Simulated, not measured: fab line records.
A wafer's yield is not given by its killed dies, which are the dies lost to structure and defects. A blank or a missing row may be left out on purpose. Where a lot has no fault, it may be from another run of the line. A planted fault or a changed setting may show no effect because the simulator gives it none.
Lot-split experiment + flow n5Finfet + 7 lots, 21 wafers read, on a route of 1938 steps

## THE SPLIT
At N5_BEOL_M4_TRENCH_ETCH_37 (etches SiOC in C4F6/O2, target depth 55.555 nm, time 29.2 s), the setting sourceW was moved away from the recipe's 355 W on 6 of the 21 wafers read, by -14.9% to +13.3%. This setting was run at the recipe's value on the other wafers.

The reading comes from the split's own step.

## THE READING
rfVppV, in V, at N5_BEOL_M4_TRENCH_ETCH_37 (etches SiOC in C4F6/O2, target depth 55.555 nm, time 29.2 s). On this fab line, fault-free wafers typically give 668 V with a standard deviation of 11 V.

| wafer  | tool, chamber at the split | sourceW as run, W | against the recipe | rfVppV, V | against lot-mates on the recipe |
|--------|----------------------------|-------------------|--------------------|-----------|---------------------------------|
| L074.1 | rieDiel-06, 0              | 355               | recipe             | 683       | -                               |
| L074.2 | rieDiel-06, 1              | 355               | recipe             | 663       | -                               |
| L074.3 | rieDiel-06, 2              | 355               | recipe             | 646       | -                               |
| L079.2 | rieDiel-03, 1              | 325.4             | -8.3%              | 718       | +51                             |
| L079.3 | rieDiel-03, 3              | 355               | recipe             | 671       | -                               |
| L079.4 | rieDiel-03, 0              | 355               | recipe             | 663       | -                               |
| L080.1 | rieDiel-06, 1              | 355               | recipe             | 662       | -                               |
| L080.2 | rieDiel-06, 2              | 397.7             | +12.0%             | 620       | -40                             |
| L080.5 | rieDiel-06, 2              | 355               | recipe             | 657       | -                               |
| L082.1 | rieDiel-03, 1              | 355               | recipe             | 688       | -                               |
| L082.3 | rieDiel-03, 0              | 355               | recipe             | 662       | -                               |
| L082.4 | rieDiel-03, 2              | 302.2             | -14.9%             | 721       | +46                             |
| L085.1 | rieDiel-06, 3              | 355               | recipe             | 666       | -                               |
| L085.3 | rieDiel-06, 1              | 388.6             | +9.5%              | 630       | -36                             |
| L085.4 | rieDiel-06, 3              | 388.6             | +9.5%              | 634       | -32                             |
| L089.1 | rieDiel-03, 1              | 355               | recipe             | 688       | -                               |
| L089.3 | rieDiel-03, 3              | 355               | recipe             | 672       | -                               |
| L089.5 | rieDiel-03, 3              | 402.2             | +13.3%             | 631       | -49                             |
| L091.1 | rieDiel-03, 3              | 355               | recipe             | 672       | -                               |
| L091.2 | rieDiel-03, 1              | 355               | recipe             | 687       | -                               |
| L091.5 | rieDiel-03, 3              | 355               | recipe             | 671       | -                               |

FIT RESULTS
A straight line over all 21 wafers: rfVppV changes by -3.81 V for each +1% of sourceW; r = -0.90; the points scatter about the line by 12 V.
The same after taking each lot's own level away (the mean of its wafers on the recipe; 21 wafers): -3.66 V for each +1%; r = -0.92; scatter 9.9 V.
On that fit, the largest move of sourceW shifts the reading by 54 V.
Across the lots, their own levels run from 659.5 to 680.0 V, a range of 1.9 times the standard deviation given above.
Consequently the slope shifts little with the lot-to-lot level, the two slopes agreeing.
Check: with one of the wafers moved furthest among these (-14.9%) left out of the fit, the line predicts +60.9 V for it against its lot-mates. Against them it came out at +46 V.
Tool readings at the split's step, against how far the setting was moved: rfVppV r = -0.90.

## THE OTHER SPLITS THESE WAFERS WENT THROUGH
Before the reading, these wafers also passed through other splits. Each is held against what the fit with the lots' levels taken away leaves over:
| other split on the same wafers    | wafers away from the commonest value | r with rfVppV (lot level and that fit taken away) |
|-----------------------------------|--------------------------------------|---------------------------------------------------|
| N5_BEOL_M1_TRENCH_ETCH_37 biasW   | 6                                    | -0.14                                             |
| N5_BEOL_M2_ILD_DEP_00 timeS       | 10                                   | -0.30                                             |
| N5_BEOL_M2_PECVD_72 tempC         | 8                                    | -0.05                                             |
| N5_BEOL_M3_VIA_ETCH_34 biasW      | 4                                    | +0.22                                             |
| N5_BEOL_M3_TRENCH_ETCH_37 sourceW | 7                                    | +0.05                                             |

## FILE'S OWN FIT
rfVppV changes by -3.64 V for each +1% of sourceW, r = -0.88.
